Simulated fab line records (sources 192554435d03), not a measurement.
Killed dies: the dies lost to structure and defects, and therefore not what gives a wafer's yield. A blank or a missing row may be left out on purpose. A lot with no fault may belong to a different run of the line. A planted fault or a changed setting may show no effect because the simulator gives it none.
fab line records -- flow n5Finfet
record lots=8, wafers=24, lastDay=17
route steps=1938 shown BEOL_M4@1111 BEOL_M11@1553 PASSIVATION@1936
lots that met no fault: taken from a fault-free run of the same line
startH: hours from the record's opening day to when the first of the lot's shown wafers began -- waitH: hours from the lot's prior step to this one -- " unchanged from the row above -- L1.1+2: a single row standing in for several wafers -- - either no value or no given start -- * or withheld: withheld -- < > ~ a bound
route shown NAME@n: a module of which the file shows steps, and the number in the route of the first -- usual: average and standard deviation across the fault-free wafers -- same: alike in all rows -- chamber/n: place in a boat -- sites: per-site readings -- _std_site: standard deviation of those values -- _edge_site: inner sites' mean taken away from outer sites' mean -- radiusMm: how far each site lies from the wafer's centre -- mask NAME#n: copy n -- behind: tool/chamber where the wafer was last shaped -- hold: reason for holding the lot/hours on hold/outcome of the hold -- device: the n, p or np transistor that did not switch -- end of line: tests run on the same wafers once the route is complete -- step lacking rows: just its recipe -- killed: count of dies lost to structure and defects at first sort (not the wafer's yield) -- map: dies across one wafer; x = killed, . = not, _ = none there
set.NAME: the run value of the setting; set.NAME@STEP: its run value at that earlier step -- model.NAME: the simulator's own value behind a step, which no gauge read
steps of the route over a sample of lots; a table a step, a row a wafer
services: from which hour (startH, from the record's first day; less than 0 if before it) a tool's chamber was out of use, for how many hours, and why
## steps
# step N5_BEOL_M4_RC_MEAS_101
# usual DIBL_N=36.5/1.4, DIBL_P=36.9/1.7, IOFF_N=0.163/0.023, IOFF_P=0.22/0.032, ION_N=673/9, ION_P=462/7.5, SS_N=71.6/0.54, SS_P=73.4/0.62, VT_N=249.8/2.8, VT_P=-250/3.5
lot.wafer,tool,chamber,startH,waitH,DIBL_N[mV/V],DIBL_P[mV/V],IOFF_N[nA/um],IOFF_P[nA/um],ION_N[uA/um],ION_P[uA/um],SS_N[mV/dec],SS_P[mV/dec],VT_N[mV],VT_P[mV]
L468.1,prober-02,0,164.82,0.0,35.6,35.4,0.143,0.19,663,459,71.8,73.3,252.3,-255
L468.4,prober-02,0,164.82,0.0,36.6,36.4,0.167,0.20,665,450,72.1,73.2,249.5,-253
L468.5,prober-02,0,164.82,0.0,35.5,35.4,0.149,0.19,674,461,71.7,72.7,251.7,-255
L474.2,prober-01,0,197.64,0.2,35.7,35.3,0.135,0.19,663,459,71.3,73.8,253.6,-253
L474.3,prober-01,0,197.64,0.2,37.9,38.6,0.182,0.24,680,464,71.5,74.6,247.2,-248
L474.4,prober-01,0,197.64,0.2,37.6,37.6,0.172,0.22,689,470,71.0,74.1,249.3,-251
L473.1,prober-02,0,210.53,0.0,37.1,37.7,0.158,0.21,673,458,71.7,73.4,250.3,-253
L473.2,prober-02,0,210.53,0.0,38.0,39.2,0.177,0.23,682,465,71.6,73.7,247.7,-250
L473.5,prober-02,0,210.53,0.0,38.9,40.3,0.197,0.26,686,460,72.0,74.4,247.2,-249
L483.1,prober-01,0,250.54,0.0,37.3,38.5,0.196,0.24,682,462,71.8,74.2,245.1,-249
L483.2,prober-01,0,250.54,0.0,38.3,39.0,0.204,0.25,694,464,71.9,74.2,244.8,-248
L483.3,prober-01,0,250.54,0.0,36.1,36.6,0.161,0.22,687,469,70.9,74.0,248.7,-249
L482.1,prober-02,0,258.78,0.0,36.8,37.7,0.165,0.23,676,463,71.1,74.2,250.1,-249
L482.3,prober-02,0,258.78,0.0,38.4,39.3,0.190,0.27,678,470,71.7,73.5,249.8,-246
L482.5,prober-02,0,258.78,0.0,37.9,38.4,0.181,0.25,676,468,71.4,73.5,249.2,-249
L484.2,prober-02,0,272.90,0.2,38.2,39.0,0.202,0.26,680,470,71.1,73.4,245.6,-246
L484.3,prober-02,0,272.90,0.2,35.8,36.5,0.160,0.21,660,454,71.4,72.9,248.4,-249
L484.4,prober-02,0,272.90,0.2,35.6,35.4,0.148,0.19,676,460,71.3,73.3,250.4,-252
L486.2,prober-01,0,280.63,0.2,37.0,38.6,0.158,0.21,673,466,71.4,73.5,249.6,-250
L486.4,prober-01,0,280.63,0.2,38.6,40.0,0.175,0.22,676,457,72.2,73.9,251.9,-253
L486.6,prober-01,0,280.63,0.2,38.9,39.9,0.186,0.23,676,459,72.4,74.1,250.7,-251
L489.1,prober-01,0,307.65,0.0,32.4,32.4,0.116,0.17,662,457,70.1,72.2,252.3,-253
L489.3,prober-01,0,307.65,0.0,33.6,34.1,0.125,0.18,672,472,70.4,72.7,252.2,-251
L489.5,prober-01,0,307.65,0.0,33.5,33.6,0.126,0.17,670,458,70.2,72.0,247.5,-254
# step N5_BEOL_M11_ETCH_61
# recipe chemistry=CF4, target=SiARC, targetDepthA=390, maskMaterial=CAR-ArF, timeS=65, ionEnergyEv=80, pressureMtorr=40, sourceW=545, biasW=36, Ar_flow_sccm=100, cf4FlowSccm=100, ends=cleared
# usual drypumpMotorCurrentA=5.5/0.47, etchRfOnTimeS=65.2/0.98, oesProductAu=0.64/0.067, rfFwdPowerW=537.8/2.7, rfVppV=183.6/1.4, showerheadPlenumPTorr=2.11/0.081, throttleValvePct=15.62/0.23
lot.wafer,tool,chamber,startH,waitH,drypumpMotorCurrentA,etchRfOnTimeS,oesProductAu,rfFwdPowerW,rfHoursCounterH,rfVppV,showerheadPlenumPTorr,throttleValvePct
L468.1,rieDiel-02,2,224.33,0.0,5.1,65.6,0.62,536.6,172,181.8,2.05,15.61
L468.4,rieDiel-02,0,224.33,0.0,5.3,65.1,0.72,541.8,60,186.3,2.26,15.26
L468.5,rieDiel-02,2,224.33,0.0,5.1,65.3,0.63,535.8,-,182.8,2.05,15.59
L474.2,rieDiel-02,2,267.29,0.0,5.1,64.8,0.62,538.9,185,184.1,2.05,15.62
L474.3,rieDiel-02,1,267.29,0.0,6.3,64.6,0.65,538.8,174,182.9,2.04,15.44
L474.4,rieDiel-02,0,267.29,0.0,5.2,64.5,0.71,538.5,72,185.4,2.25,15.30
L473.1,rieDiel-06,2,267.36,0.0,5.0,64.3,0.62,536.3,183,183.6,2.06,15.69
L473.2,rieDiel-06,1,267.36,0.0,4.9,64.2,0.64,534.1,173,182.3,2.06,15.72
L473.5,rieDiel-06,2,267.36,0.0,5.0,63.7,0.62,534.6,-,185.0,2.06,15.67
L483.1,rieDiel-01,1,307.30,0.0,4.7,64.7,0.58,532.8,235,184.6,2.20,15.96
L483.2,rieDiel-01,2,307.30,0.0,6.3,65.0,0.59,535.4,201,185.4,2.12,15.54
L483.3,rieDiel-01,3,307.30,0.0,5.8,62.8,0.82,541.3,11,181.9,2.11,15.29
L482.1,rieDiel-06,1,310.79,0.0,4.9,63.8,0.63,535.1,188,183.0,2.05,15.74
L482.3,rieDiel-06,2,310.79,0.0,5.0,64.9,0.61,536.2,198,183.1,2.05,15.71
L482.5,rieDiel-06,3,310.79,0.0,5.6,64.4,0.81,542.0,-,186.2,2.27,15.15
L484.2,rieDiel-06,3,325.96,0.0,5.6,65.1,0.79,539.0,15,186.3,2.27,15.16
L484.3,rieDiel-06,2,325.96,0.0,5.0,64.9,0.60,537.2,202,183.0,2.05,15.74
L484.4,rieDiel-06,0,325.96,0.0,5.5,66.8,0.59,538.7,204,183.5,2.13,16.01
L486.2,rieDiel-02,1,335.69,0.0,6.3,64.7,0.63,538.6,197,182.5,2.04,15.50
L486.4,rieDiel-02,2,335.69,0.0,5.1,66.7,0.60,539.6,207,181.7,2.04,15.66
L486.6,rieDiel-02,3,335.69,0.0,5.9,65.2,0.62,540.3,-,182.5,2.14,15.68
L489.1,rieDiel-01,2,360.28,0.0,6.3,65.9,0.59,536.7,216,184.0,2.11,15.60
L489.3,rieDiel-01,0,360.28,0.0,5.4,64.1,0.63,536.2,168,182.6,1.98,15.52
L489.5,rieDiel-01,0,360.28,0.0,5.4,64.4,0.63,536.6,-,181.0,1.98,15.51
# step N5_BEOL_M11_STRIP_19
# recipe chemistry=O2, powerW=400, tempC=40, pressureMtorr=30, rfFrequencyHz=6e+07, biasPowerW=0, overashFraction=0.2, o2FlowSccm=225
# usual drypumpMotorCurrentA=5.5/0.52, o2FlowSccm=225.0/0.63, oesProductAu=0.76/0.083, rfVppV=3.7/0.6, showerheadPlenumPTorr=2.06/0.09, throttleValvePct=16.62/0.2
lot.wafer,tool,chamber,startH,waitH,drypumpMotorCurrentA,o2FlowSccm,oesProductAu,rfHoursCounterH,rfVppV,showerheadPlenumPTorr,throttleValvePct
L468.1,rieDiel-02,1,224.76,0.2,6.3,225.0,0.77,162,4.1,2.01,16.52
L468.4,rieDiel-02,0,224.76,0.2,5.2,224.7,0.87,60,2.8,2.22,16.37
L468.5,rieDiel-02,3,224.76,0.2,5.9,224.9,0.76,-,2.3,2.10,16.64
L474.2,rieDiel-01,2,267.94,0.4,6.3,225.2,0.70,188,4.4,2.09,16.63
L474.3,rieDiel-01,3,267.94,0.4,5.7,225.1,1.00,2,3.3,2.06,16.27
L474.4,rieDiel-01,0,267.94,0.4,5.4,224.1,0.75,139,3.2,1.93,16.50
L473.1,rieDiel-01,1,267.98,0.3,4.7,225.0,0.69,222,3.9,2.16,16.94
L473.2,rieDiel-01,0,267.98,0.3,5.4,226.0,0.75,139,3.6,1.93,16.49
L473.5,rieDiel-01,0,267.98,0.3,5.4,225.4,0.75,-,3.4,1.93,16.51
L483.1,rieDiel-02,1,307.65,0.1,6.3,224.7,0.74,187,4.2,2.00,16.56
L483.2,rieDiel-02,0,307.65,0.1,5.3,225.3,0.82,85,4.0,2.21,16.41
L483.3,rieDiel-02,3,307.65,0.1,5.9,224.8,0.74,177,3.8,2.09,16.70
L482.1,rieDiel-01,0,311.14,0.1,5.4,224.4,0.74,153,3.7,1.92,16.54
L482.3,rieDiel-01,2,311.14,0.1,6.3,224.8,0.69,202,3.6,2.08,16.68
L482.5,rieDiel-01,1,311.14,0.1,4.7,224.9,0.67,-,3.5,2.15,16.96
L484.2,rieDiel-02,1,326.31,0.1,6.3,225.6,0.74,193,4.9,2.00,16.59
L484.3,rieDiel-02,2,326.31,0.1,5.1,226.1,0.72,204,3.3,1.98,16.63
L484.4,rieDiel-02,3,326.31,0.1,5.9,225.4,0.72,183,4.5,2.09,16.70
L486.2,rieDiel-06,1,336.04,0.1,4.9,225.0,0.73,196,3.4,2.00,16.78
L486.4,rieDiel-06,3,336.04,0.1,5.6,225.5,0.92,18,3.5,2.24,16.26
L486.6,rieDiel-06,0,336.04,0.1,5.5,224.4,0.70,-,5.8,2.07,17.01
L489.1,rieDiel-01,2,360.64,0.1,6.4,225.2,0.68,217,4.0,2.08,16.67
L489.3,rieDiel-01,3,360.64,0.1,5.7,225.2,0.92,27,2.8,2.05,16.33
L489.5,rieDiel-01,0,360.64,0.1,5.3,225.3,0.73,-,3.5,1.92,16.56
# step N5_BEOL_M11_CD_MEAS_18
# recipe pitchNm=140, targetCdNm=70
# usual cdNm=70.1/0.49
lot.wafer,tool,chamber,startH,waitH,cdNm
L468.1,cdSem-03,-,224.83,0.0,69.2
L468.4,cdSem-03,-,224.83,0.0,70.6
L468.5,cdSem-03,-,224.83,0.0,70.0
L474.2,cdSem-01,-,268.01,0.1,69.6
L474.3,cdSem-01,-,268.01,0.1,70.3
L474.4,cdSem-01,-,268.01,0.1,70.4
L473.1,cdSem-01,-,268.05,0.0,70.4
L473.2,cdSem-01,-,268.05,0.0,70.3
L473.5,cdSem-01,-,268.05,0.0,70.4
L483.1,cdSem-01,-,307.72,0.0,70.8
L483.2,cdSem-01,-,307.72,0.0,68.9
L483.3,cdSem-01,-,307.72,0.0,69.9
L482.1,cdSem-01,-,311.21,0.0,71.3
L482.3,cdSem-01,-,311.21,0.0,70.9
L482.5,cdSem-01,-,311.21,0.0,71.0
L484.2,cdSem-02,-,326.38,0.1,70.4
L484.3,cdSem-02,-,326.38,0.1,70.2
L484.4,cdSem-02,-,326.38,0.1,70.2
L486.2,cdSem-02,-,336.11,0.1,70.5
L486.4,cdSem-02,-,336.11,0.1,69.4
L486.6,cdSem-02,-,336.11,0.1,69.8
L489.1,cdSem-03,-,360.71,0.0,70.3
L489.3,cdSem-03,-,360.71,0.0,70.7
L489.5,cdSem-03,-,360.71,0.0,70.5
# step N5_BEOL_M11_EXPOSE_25
# recipe maskId=V10, na=1.35, sourceShape=annular, sigmaInner=0.5, sigmaOuter=0.8, polarization=unpolarized, doseMj=85.5
# usual exposureDoseMJCm2=85.48/0.078, stageVelMmS=499.93/0.24
# same na=1.35
lot.wafer,tool,chamber,startH,waitH,mask,exposureDoseMJCm2,stageVelMmS
L468.1,arfiScanner-03,0,226.48,-,V10#0,85.55,500.02
L468.4,arfiScanner-03,0,226.48,-,V10#0,85.50,499.39
L468.5,arfiScanner-03,0,226.48,-,V10#0,85.48,499.81
L474.2,arfiScanner-02,0,269.65,-,V10#0,85.45,500.47
L474.3,arfiScanner-02,0,269.65,-,V10#0,85.40,499.96
L474.4,arfiScanner-02,0,269.65,-,V10#0,85.41,500.08
L473.1,arfiScanner-03,0,269.81,-,V10#0,85.48,499.64
L473.2,arfiScanner-03,0,269.81,-,V10#0,85.72,499.59
L473.5,arfiScanner-03,0,269.81,-,V10#0,85.60,499.46
L483.1,arfiScanner-03,0,308.04,-,V10#0,98.35,500.12
L483.2,arfiScanner-03,0,308.04,-,V10#0,98.37,500.10
L483.3,arfiScanner-03,0,308.04,-,V10#0,98.46,500.06
L482.1,arfiScanner-03,0,311.86,-,V10#0,95.78,500.08
L482.3,arfiScanner-03,0,311.86,-,V10#0,95.77,499.67
L482.5,arfiScanner-03,0,311.86,-,V10#0,95.88,500.19
L484.2,arfiScanner-01,0,329.27,-,V10#0,85.48,499.56
L484.3,arfiScanner-01,0,329.27,-,V10#0,85.43,499.64
L484.4,arfiScanner-01,0,329.27,-,V10#0,85.52,499.84
L486.2,arfiScanner-02,0,336.51,-,V10#0,85.45,500.33
L486.4,arfiScanner-02,0,336.51,-,V10#0,85.46,500.13
L486.6,arfiScanner-02,0,336.51,-,V10#0,85.34,500.13
L489.1,arfiScanner-02,0,361.38,-,V10#0,85.47,499.86
L489.3,arfiScanner-02,0,361.38,-,V10#0,85.55,500.01
L489.5,arfiScanner-02,0,361.38,-,V10#0,85.38,500.29
# step N5_BEOL_M11_CD_MEAS_28
# recipe targetCdNm=70, landingEnergyEv=500, detector=seInlens, polarity=opening
# usual cdNm=69.9/0.89
lot.wafer,tool,chamber,startH,waitH,cdNm
L468.1,cdSem-01,0,226.61,-,70.7
L468.4,cdSem-01,0,226.61,-,70.4
L468.5,cdSem-01,0,226.61,-,70.5
L474.2,cdSem-01,0,269.77,-,68.5
L474.3,cdSem-01,0,269.77,-,68.5
L474.4,cdSem-01,0,269.77,-,69.2
L473.1,cdSem-01,0,269.95,-,69.1
L473.2,cdSem-01,0,269.95,-,69.1
L473.5,cdSem-01,0,269.95,-,68.5
L483.1,cdSem-03,0,308.17,-,82.8
L483.2,cdSem-03,0,308.17,-,83.2
L483.3,cdSem-03,0,308.17,-,83.1
L482.1,cdSem-02,0,311.99,-,79.5
L482.3,cdSem-02,0,311.99,-,79.6
L482.5,cdSem-02,0,311.99,-,78.7
L484.2,cdSem-03,0,329.40,-,71.3
L484.3,cdSem-03,0,329.40,-,69.6
L484.4,cdSem-03,0,329.40,-,70.4
L486.2,cdSem-02,0,336.64,-,70.8
L486.4,cdSem-02,0,336.64,-,69.0
L486.6,cdSem-02,0,336.64,-,69.4
L489.1,cdSem-03,0,361.51,-,70.8
L489.3,cdSem-03,0,361.51,-,69.7
L489.5,cdSem-03,0,361.51,-,70.8
# step N5_PASSIVATION_PROBE_49
# usual defectLimitedYield=91.2/1.4, killed_at_M0_to_M3=35/11, killed_at_M4_up=12/4.2, killedAtContacts=13/5.6, killedAtFrontEnd=40/12, killedAtOther=3.3/2.6, killedDies=103/17, killedOnRim=14/4.5, killedOpen=68/12, killedShort=34/7.6, sort_bin_5_function=5.1/0.95, sort_bin_6_memory=3.3/0.68, sort_bin_8_speed=0.00/0.007, sortNPass=1077/17, sortYieldPct=91.2/1.4
# same grossDies=1180, killedAtBackSide=0, sort_bin_4_leakage[%]=0
lot.wafer,tool,chamber,startH,waitH,defectLimitedYield[%],killed_at_M0_to_M3,killed_at_M4_up,killedAtContacts,killedAtFrontEnd,killedAtOther,killedDies,killedOnRim,killedOpen,killedShort,sort_bin_5_function[%],sort_bin_6_memory[%],sort_bin_8_speed[%],sortNPass,sortYieldPct[%]
L468.1,prober-02,-,274.02,0.0,87.8,42,11,21,65,5,144,19,104,38,6.8,5.1,0,1036,87.8
L468.4,prober-02,-,274.17,0.2,91.3,34,7,16,39,7,103,10,77,26,5.0,3.6,0,1077,91.3
L468.5,prober-02,-,274.22,0.2,90.7,28,5,11,63,3,110,14,73,36,5.7,3.6,0,1070,90.7
L474.2,prober-01,-,309.96,0.1,91.7,25,10,16,44,3,98,15,65,29,5.1,2.9,0,1082,91.7
L474.3,prober-01,-,310.01,0.1,89.9,26,15,8,69,1,119,11,67,52,5.8,4.2,0,1061,89.9
L474.4,prober-01,-,310.06,0.2,92.3,37,10,10,32,2,91,16,55,33,3.9,3.1,0,1089,92.3
L473.1,prober-02,-,318.73,0.0,92.5,27,10,7,41,4,89,14,62,25,4.4,2.9,0,1091,92.5
L473.2,prober-02,-,318.78,0.1,93.7,22,12,9,25,6,74,13,49,23,3.9,2.4,0,1106,93.7
L473.5,prober-02,-,318.93,0.2,89.4,45,11,32,30,7,125,24,84,39,6.4,4.1,0,1055,89.4
L483.1,prober-01,-,349.13,0.0,38.1,28,658,11,26,8,731,141,61,16,4.1,2.5,0.08,449,38.1
L483.2,prober-01,-,349.18,0.1,36.5,28,657,17,42,5,749,150,66,36,4.7,3.5,0,431,36.5
L483.3,prober-01,-,349.23,0.1,38.1,18,653,11,47,1,730,146,57,27,5.0,1.9,0,450,38.1
L482.1,prober-02,-,355.75,0.0,77.2,44,162,11,50,2,269,81,84,39,5.7,4.7,0,911,77.2
L482.3,prober-02,-,355.85,0.1,84.3,38,75,12,55,5,185,58,80,35,6.0,3.6,0,995,84.3
L482.5,prober-02,-,355.95,0.2,84.8,22,75,17,60,5,179,52,82,36,6.7,3.0,0,1001,84.8
L484.2,prober-02,-,374.79,0.1,90.2,58,5,18,33,2,116,20,75,38,5.3,3.9,0,1064,90.2
L484.3,prober-02,-,374.84,0.1,90.4,45,14,20,33,1,113,12,74,37,4.9,4.4,0,1067,90.4
L484.4,prober-02,-,374.89,0.2,90.3,59,13,12,29,2,115,18,74,37,6.0,3.0,0,1065,90.3
# killed by level:class
L468.1 STI_FIN_REVEAL:geometricParticle:open=30 MOL_CONTACT_COAG:geometricParticle:open=19 BEOL_M0_SAQP:geometricParticle:open=12 FIN_SAQP:geometricParticle:open=8 BEOL_M1:geometricParticle:open=8 BEOL_M0_SAQP:geometricParticle:short=7 STI_FIN_REVEAL:geometricParticle:short=7 BEOL_M1:geometricParticle:short=6
L468.4 FIN_SAQP:geometricParticle:open=14 MOL_CONTACT_COAG:geometricParticle:open=13 BEOL_M3:geometricParticle:open=9 STI_FIN_REVEAL:geometricParticle:open=6 BEOL_M0_SAQP:geometricParticle:open=6 BEOL_M2:geometricParticle:open=5 BEOL_M4:geometricParticle:open=5 FIN_SAQP:geometricParticle:short=4
L468.5 STI_FIN_REVEAL:geometricParticle:open=12 GATE_CUT:geometricParticle:open=12 BEOL_M2:geometricParticle:open=10 GATE_CUT:geometricParticle:short=9 FIN_SAQP:geometricParticle:open=8 MOL_CONTACT_COAG:geometricParticle:open=8 DUMMY_GATE:geometricParticle:open=7 FIN_SAQP:geometricParticle:short=6
L474.2 MOL_CONTACT_COAG:geometricParticle:open=13 FIN_SAQP:geometricParticle:open=10 BEOL_M3:geometricParticle:open=10 FIN_SAQP:geometricParticle:short=6 STI_FIN_REVEAL:geometricParticle:open=6 BEOL_M2:geometricParticle:open=5 GATE_CUT:geometricParticle:short=4 BEOL_M0_SAQP:geometricParticle:open=4
L474.3 FIN_SAQP:geometricParticle:short=20 FIN_SAQP:geometricParticle:open=16 BEOL_M0_SAQP:geometricParticle:open=10 STARTING-WAFER:geometricParticle:short=8 BEOL_M0_SAQP:geometricParticle:short=7 STARTING-WAFER:geometricParticle:open=7 MOL_CONTACT_COAG:geometricParticle:open=6 BEOL_M4:geometricParticle:open=5
L474.4 MOL_CONTACT_COAG:geometricParticle:open=10 BEOL_M0_SAQP:geometricParticle:short=9 BEOL_M4:geometricParticle:open=9 FIN_SAQP:geometricParticle:short=7 BEOL_M2:geometricParticle:open=6 BEOL_M3:geometricParticle:open=6 DUMMY_GATE:geometricParticle:open=5 BEOL_M1:geometricParticle:open=5
L473.1 DUMMY_GATE:geometricParticle:open=14 BEOL_M0_SAQP:geometricParticle:short=9 BEOL_M0_SAQP:geometricParticle:open=8 MOL_CONTACT_COAG:geometricParticle:open=7 BEOL_M1:geometricParticle:open=6 STI_FIN_REVEAL:geometricParticle:open=5 DUMMY_GATE:geometricParticle:short=5 ILD0:geometricParticle:open=3
L473.2 MOL_CONTACT_COAG:geometricParticle:open=9 BEOL_M0_SAQP:geometricParticle:open=9 FIN_SAQP:geometricParticle:short=6 FIN_SAQP:geometricParticle:open=5 STI_FIN_REVEAL:geometricParticle:open=4 BEOL_M0:geometricParticle:short=4 STARTING-WAFER:geometricParticle:open=4 BEOL_M0_SAQP:geometricParticle:short=3
L473.5 MOL_CONTACT_COAG:geometricParticle:open=23 BEOL_M0_SAQP:geometricParticle:open=14 BEOL_M1:geometricParticle:open=10 FIN_SAQP:geometricParticle:short=9 MOL_CONTACT_COAG:geometricParticle:short=9 FIN_SAQP:geometricParticle:open=7 BEOL_M0_SAQP:geometricParticle:short=6 BEOL_M2:geometricParticle:open=6
L483.1 BEOL_M11:areaExpose=653 BEOL_M1:geometricParticle:open=11 STI_FIN_REVEAL:geometricParticle:open=10 MOL_CONTACT_COAG:geometricParticle:open=8 BEOL_M2:geometricParticle:open=5 BEOL_M0_SAQP:geometricParticle:short=4 MIM_TOP_ETCH:geometricParticle:open=4 BEOL_M3:geometricParticle:open=4
L483.2 BEOL_M11:areaExpose=646 MOL_CONTACT_COAG:geometricParticle:open=15 STI_FIN_REVEAL:geometricParticle:open=14 BEOL_M0_SAQP:geometricParticle:short=9 FIN_SAQP:geometricParticle:open=7 FIN_SAQP:geometricParticle:short=5 BEOL_M0_SAQP:geometricParticle:open=5 BEOL_M4:geometricParticle:open=5
L483.3 BEOL_M11:areaExpose=644 FIN_SAQP:geometricParticle:short=14 FIN_SAQP:geometricParticle:open=10 MOL_CONTACT_COAG:geometricParticle:open=9 BEOL_M3:geometricParticle:open=7 GATE_CUT:geometricParticle:open=6 BEOL_M0_SAQP:geometricParticle:open=6 GATE_CUT:geometricParticle:short=3
L482.1 BEOL_M11:areaExpose=143 FIN_SAQP:geometricParticle:open=13 BEOL_M0_SAQP:geometricParticle:open=12 BEOL_M1:geometricParticle:open=11 STI_FIN_REVEAL:geometricParticle:open=8 MOL_CONTACT_COAG:geometricParticle:open=8 BEOL_M0_SAQP:geometricParticle:short=6 FIN_CUT:geometricParticle:short=5
L482.3 BEOL_M11:areaExpose=68 FIN_SAQP:geometricParticle:open=19 MOL_CONTACT_COAG:geometricParticle:open=11 FIN_SAQP:geometricParticle:short=9 BEOL_M1:geometricParticle:open=9 BEOL_M2:geometricParticle:open=8 GATE_CUT:geometricParticle:short=6 BEOL_M0_SAQP:geometricParticle:open=6
L482.5 BEOL_M11:areaExpose=60 FIN_SAQP:geometricParticle:open=16 MOL_CONTACT_COAG:geometricParticle:open=14 FIN_SAQP:geometricParticle:short=10 STI_FIN_REVEAL:geometricParticle:open=8 BEOL_M0_SAQP:geometricParticle:open=8 GATE_CUT:geometricParticle:short=6 BEOL_M5:geometricParticle:open=5
L484.2 BEOL_M1:geometricParticle:open=17 MOL_CONTACT_COAG:geometricParticle:open=15 BEOL_M0_SAQP:geometricParticle:open=11 BEOL_M0:geometricParticle:short=8 BEOL_M0_SAQP:geometricParticle:short=7 STI_FIN_REVEAL:geometricParticle:open=6 GATE_CUT:geometricParticle:short=6 BEOL_M2:geometricParticle:open=6
L484.3 MOL_CONTACT_COAG:geometricParticle:open=17 BEOL_M0_SAQP:geometricParticle:open=16 BEOL_M0_SAQP:geometricParticle:short=13 BEOL_M1:geometricParticle:open=9 GATE_CUT:geometricParticle:short=7 BEOL_M6:geometricParticle:open=7 STI_FIN_REVEAL:geometricParticle:open=6 FIN_SAQP:geometricParticle:open=5
L484.4 BEOL_M0_SAQP:geometricParticle:short=17 BEOL_M0_SAQP:geometricParticle:open=16 BEOL_M1:geometricParticle:open=13 MOL_CONTACT_COAG:geometricParticle:open=8 STI_FIN_REVEAL:geometricParticle:open=5 BEOL_M1:geometricParticle:short=5 BEOL_M8:geometricParticle:open=5 DUMMY_GATE:geometricParticle:open=4
## services
tool,chamber,startH,hours,kind
arfiScanner-01,-,200.66,1.0,pm
arfiScanner-03,-,201.38,1.0,pm
arfiScanner-03,-,202.86,5.1,repair
arfiScanner-02,-,222.05,17.3,pm
arfiScanner-01,-,226.10,0.8,pm
rieDiel-01,2,235.65,2.4,repair
rieDiel-01,3,236.99,5.4,repair
arfiScanner-02,-,239.38,1.3,pm
arfiScanner-01,-,257.03,1.3,pm
arfiScanner-02,-,267.73,1.5,pm
arfiScanner-01,-,274.63,1.0,pm
arfiScanner-03,-,277.01,1.3,pm
rieDiel-01,0,277.94,1.8,repair
rieDiel-01,3,279.67,7.2,repair
arfiScanner-03,-,280.43,0.4,repair
rieDiel-02,3,292.71,8.2,repair
rieDiel-02,2,316.58,4.0,repair
arfiScanner-03,-,325.72,1.1,repair
arfiScanner-03,-,326.85,1.0,pm
arfiScanner-02,-,329.74,0.8,pm
arfiScanner-03,-,334.36,0.8,pm
arfiScanner-02,-,350.10,1.0,pm
arfiScanner-03,-,357.61,3.1,pm
arfiScanner-02,-,359.49,1.3,pm
## key
firstSign step=N5_BEOL_M11_EXPOSE_25, reading=exposureDoseMJCm2, direction=up, sigmas=99+, usual=85.48, struck=97.10
effect step=N5_BEOL_M11_CD_MEAS_28, reading=cdNm, direction=up, sigmas=13, usual=69.9, struck=81.2, through=controlLoop
effect step=N5_PASSIVATION_PROBE_49, reading=killed_at_M4_up, direction=up, sigmas=87, usual=12, struck=380
moreKillsBornAt N5_BEOL_M11_EXPOSE_25@arfiScanner-03=2214
metAt N5_BEOL_M11_EXPOSE_25
struckLots L482,L483
laterRowsLeftOut L483.1,L483.2,L483.3
loopTrim step=N5_BEOL_M11_EXPOSE_25, setting=dose, lots=L482
notActingAt N5_BEOL_M11_ETCH_61,N5_BEOL_M11_STRIP_19,N5_BEOL_M11_CD_MEAS_18
onsetBetween 269.81 308.04
fault kind=processParameterDrift, tool=arfiScanner-03, chamber=-, onsetH=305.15, steps=N5_BEOL_M11_EXPOSE_25, channel=doseMj, offset=12.94, shape=step, actsIn=theseRecipesOnly, stated=85.5
# laterRowsLeftOut: the simulator's readings of these wafers behind a module that went badly wrong aren't trusted and aren't shown, but for the sort
# loopTrim: a control loop set the setting to another value than it would have without faults
